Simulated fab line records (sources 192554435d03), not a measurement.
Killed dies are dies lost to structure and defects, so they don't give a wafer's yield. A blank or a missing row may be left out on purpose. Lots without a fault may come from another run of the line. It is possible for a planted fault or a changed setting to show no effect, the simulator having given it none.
Struck lot and sound lot, side by side / flow n5Finfet / 15 steps out of a route of 1938
Sound: wafers L312.1, L312.3, L312.6. Struck: wafer L308.4. (L308.2 of the same lot was not struck and is left out.) The cause comes at the end.
At each step with rows: each side's tool, then ch and its chambers, then its first start. Under that, the readings that differ: sound wafers / struck wafers / difference of the means / sigmas: that difference in standard deviations of wafers without a fault.
alike: words and numbers the same on both sides, and readings whose means are apart by under 2 such deviations; not compared: readings that were withheld, readings missing a value for some wafer, numbers with overlapping values and no deviation given by the record, and bounds like >300 which may hide the same value.
Wherever a step has rows on one side only, a row that says differs or no value, or a row with sigmas, the two part there. Numbers that don't overlap but have no deviation are shown without sigmas and don't part them. A reading missing from all wafers of one side parts the sides only when that side holds two or more wafers.

first, 4 steps without rows for these wafers: N5_BEOL_M2_SOFTBAKE_23 (time 60 s); N5_BEOL_M2_EXPOSE_25 (exposes mask V1, defocus 5 nm); N5_BEOL_M2_PEB_26 (peb time 60 s); N5_BEOL_M2_DEVELOP_27 (develop time 30 s).
N5_BEOL_M2_CD_MEAS_28: target cd 26.2 nm, target cd y 24.1 nm.
  sound on cdSem-03 ch 0, day 11 05:59; struck on cdSem-01 ch 0, day 10 13:19
  alike: cdNm
N5_BEOL_M2_OVL_MEAS_29:
  sound on overlay-02 ch 0, day 11 06:01; struck on overlay-02 ch 0, day 10 13:20
  alike: V1_OVL
N5_BEOL_M2_INSPECT_30: inspects for defects (brightfield).
  sound on defectInspect-02 at day 11 06:04; struck on defectInspect-02 at day 10 13:24
  alike: rawDefectCount
N5_BEOL_M2_DESCUM_33: chemistry O2, time 7 s.
  sound on rieDiel-02 ch 0,2, day 11 06:07; struck on rieDiel-01 ch 0, day 10 13:26
  alike: drypumpMotorCurrentA, oesProductAu, rfVppV, showerheadPlenumPTorr, throttleValvePct
  not compared: rfHoursCounterH
N5_BEOL_M2_ETCH_77: etches underlayer in N2/H2, target depth 6.5 nm, time 5.2 s.
  sound on rieDiel-02 ch 0,2, day 11 06:08; struck on rieDiel-01 ch 0, day 10 13:28
  alike: drypumpMotorCurrentA, etchRfOnTimeS, oesProductAu, rfVppV, showerheadPlenumPTorr, throttleValvePct
  not compared: rfHoursCounterH
N5_BEOL_M2_ETCH_69: etches SiARC in CF4, target depth 15.6 nm, time 26 s.
  sound on rieDiel-02 ch 0,2, day 11 06:10; struck on rieDiel-01 ch 0, day 10 13:29
reading=etchRfOnTimeS (s); sound=25.6 25.7 25.9; struck=27.0; difference=+1.3; sigmas=+2
  alike: drypumpMotorCurrentA, oesProductAu, rfVppV, showerheadPlenumPTorr, throttleValvePct
  not compared: rfHoursCounterH
N5_BEOL_M2_ALD_98: deposits SiO2, target thk 2.5 nm, pulse time 1 s, co reactant pulse time 1 s.
  sound on aldSin-03 ch 2,3, day 11 06:26; struck on aldSin-04 ch 3, day 10 13:34
reading=heaterPowerW (W); sound=74 74 75; struck=91; difference=+17; sigmas=+2
  alike: precursorPulseHeightRel
N5_BEOL_M2_ETCHBACK_99: etches SiO2 in CHF3, target depth 5 nm, time 10.4 s.
  sound on rieDiel-05 ch 0,1, day 11 12:28; struck on rieDiel-02 ch 3, day 10 18:02
reading=rfVppV (V); sound=244 247 248; struck=237; difference=-9; sigmas=-2
  alike: drypumpMotorCurrentA, oesProductAu, showerheadPlenumPTorr, throttleValvePct
  not compared: rfHoursCounterH
N5_BEOL_M2_ETCH_70: etches SOC in N2/H2, target depth 80 nm, overetch 24 nm, time 130 s.
  sound on rieDiel-05 ch 0,1, day 11 12:31; struck on rieDiel-02 ch 3, day 10 18:05
reading=runLengthS (s); sound=153.3 154.1 153.1; struck=143.6; difference=-9.9; sigmas=-24
reading=model.SiARC_of_BEOL_M2_COAT_68.thkNm (nm); sound=5.8 5.6 5.8; struck=6.2; difference=+0.5; sigmas=
  alike: drypumpMotorCurrentA, oesProductAu, rfVppV, showerheadPlenumPTorr, throttleValvePct
  not compared: rfHoursCounterH
then, 1 step without rows for these wafers: N5_BEOL_M2_STRIP_71 (strips in N2/H2).
N5_BEOL_M4_RC_MEAS_101:
  sound on prober-01 ch 0, day 12 20:19; struck on prober-02 ch 0, day 12 14:17
reading=DIBL_P (mV/V); sound=34.3 34.1 34.5; struck=38.9; difference=+4.6; sigmas=+2
reading=IOFF_N (nA/um); sound=0.12 0.13 0.12; struck=0.21; difference=+0.09; sigmas=+3
reading=IOFF_P (nA/um); sound=0.17 0.16 0.17; struck=0.26; difference=+0.09; sigmas=+2
reading=ION_N (uA/um); sound=670 652 648; struck=696; difference=+39; sigmas=+3
reading=VT_N (mV); sound=252 254 254; struck=246; difference=-7; sigmas=-2
reading=VT_P (mV); sound=-252.8 -252.9 -254.7; struck=-246.3; difference=+7.2; sigmas=+2
  alike: DIBL_N, ION_P, SS_N, SS_P

== WHERE THEY PART ==
At N5_BEOL_M2_ETCH_69 first; at N5_BEOL_M4_RC_MEAS_101 last (within this record only).

WHY: what had been put in by the simulator
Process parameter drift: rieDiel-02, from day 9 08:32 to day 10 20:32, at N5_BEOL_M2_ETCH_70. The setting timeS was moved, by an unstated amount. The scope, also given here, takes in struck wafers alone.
